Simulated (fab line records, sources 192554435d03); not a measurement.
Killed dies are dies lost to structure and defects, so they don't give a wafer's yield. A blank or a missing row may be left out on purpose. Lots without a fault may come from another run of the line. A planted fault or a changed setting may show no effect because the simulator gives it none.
One fault seen from 2 desks | flow n5_finfet | each desk has only its own numbers; what lay behind them comes last

THE METROLOGY DESK
What the gauges read, lot by lot, whatever tool the lot ran on: means of the sampled wafers that have a number. A lot is out of limits, marked OUT, if its mean lies more than 4 standard deviations from the usual mean; the brackets give that distance. Of its 11 readings 7 are shown: the one that was out of limits first, and those that lie furthest out on some lot.
Columns: A = NWELL_OVL at N5_WELL_APT_OVL_MEAS_09, usual 4 nm; B = DIBL_N at N5_BEOL_M4_RC_MEAS_101, usual 36.3 mV/V; C = ION_N at N5_BEOL_M4_RC_MEAS_101, usual 675 uA/um; D = ION_P at N5_BEOL_M4_RC_MEAS_101, usual 463 uA/um; E = SS_N at N5_BEOL_M4_RC_MEAS_101, usual 71.6 mV/dec; F = VT_N at N5_BEOL_M4_RC_MEAS_101, usual 250 mV; G = VT_P at N5_BEOL_M4_RC_MEAS_101, usual -250 mV
lot  | first seen here | A             | B    | C   | D   | E    | F   | G
L726 | day 1 19:43     | 11            | 34.2 | 665 | 466 | 71.2 | 252 | -250
L727 | day 2 01:38     | 6             | 36.1 | 671 | 456 | 71.5 | 251 | -254
L730 | day 2 20:02     | 4             | 36.3 | 678 | 465 | 70.8 | 249 | -252
L734 | day 3 19:51     | 1             | 36.7 | 679 | 460 | 71.4 | 249 | -252
L736 | day 4 07:35     | 35 (+6.2) OUT | 36.0 | 688 | 473 | 71.8 | 247 | -245
L737 | day 4 13:35     | 31 (+5.4) OUT | 36.5 | 681 | 458 | 71.6 | 250 | -252
L741 | day 5 13:49     | 7             | 35.4 | 677 | 466 | 71.1 | 250 | -249
L745 | day 6 13:50     | 9             | 36.1 | 689 | 471 | 72.1 | 245 | -245
L747 | day 7 01:45     | 7             | 36.9 | 675 | 458 | 72.0 | 250 | -252
L748 | day 7 07:44     | 1             | 36.2 | 672 | 461 | 72.3 | 250 | -250
This desk's finding: out of limits on L736, L737; first on L736, day 4 07:35 (NWELL_OVL at N5_WELL_APT_OVL_MEAS_09). In limits: L726, L727, L730, L734, L741, L745, L747, L748.

THE DEFECT DESK
What the inspections along the route counted, lot by lot: means of the sampled wafers that have a number. A lot is out of limits, marked OUT, if its mean lies more than 4 standard deviations from the usual mean; the brackets give that distance.
Columns: A = raw_defect_count at N5_ZERO_LAYER_INSPECT_20, usual 32; B = raw_defect_count at N5_PMOS_HMC_CHANNEL_EPI_INSPECT_11, usual 2.0
lot  | first seen here | A  | B
L726 | day 1 19:15     | 36 | 1.3
L727 | day 2 01:18     | 47 | 2.7
L730 | day 2 19:35     | 54 | 2.7
L734 | day 3 19:23     | 62 | 2.7
L736 | day 4 07:15     | 12 | 1.0
L737 | day 4 13:15     | 33 | 2.3
L741 | day 5 13:21     | 28 | 1.3
L745 | day 6 13:23     | 25 | 2.7
L747 | day 7 01:25     | 23 | 1.7
L748 | day 7 07:24     | 17 | 2.0
This desk's finding: nothing out of limits on any of the 10 lots.

PUT TOGETHER
The metrology desk could have raised an alarm at day 4 07:35, on L736, L737.
The defect desk saw nothing out of limits.
The defect desk has L736, L737 on record, within its limits.
Of the lots named, all ran N5_WELL_APT_EXPOSE_05 on krf_scanner-02.

WHAT THE SIMULATOR HAD PUT IN
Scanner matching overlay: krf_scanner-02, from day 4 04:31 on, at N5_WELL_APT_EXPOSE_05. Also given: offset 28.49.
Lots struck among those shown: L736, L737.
Hours from the fault's start to each desk's first reading out of limits: the metrology desk, 3.
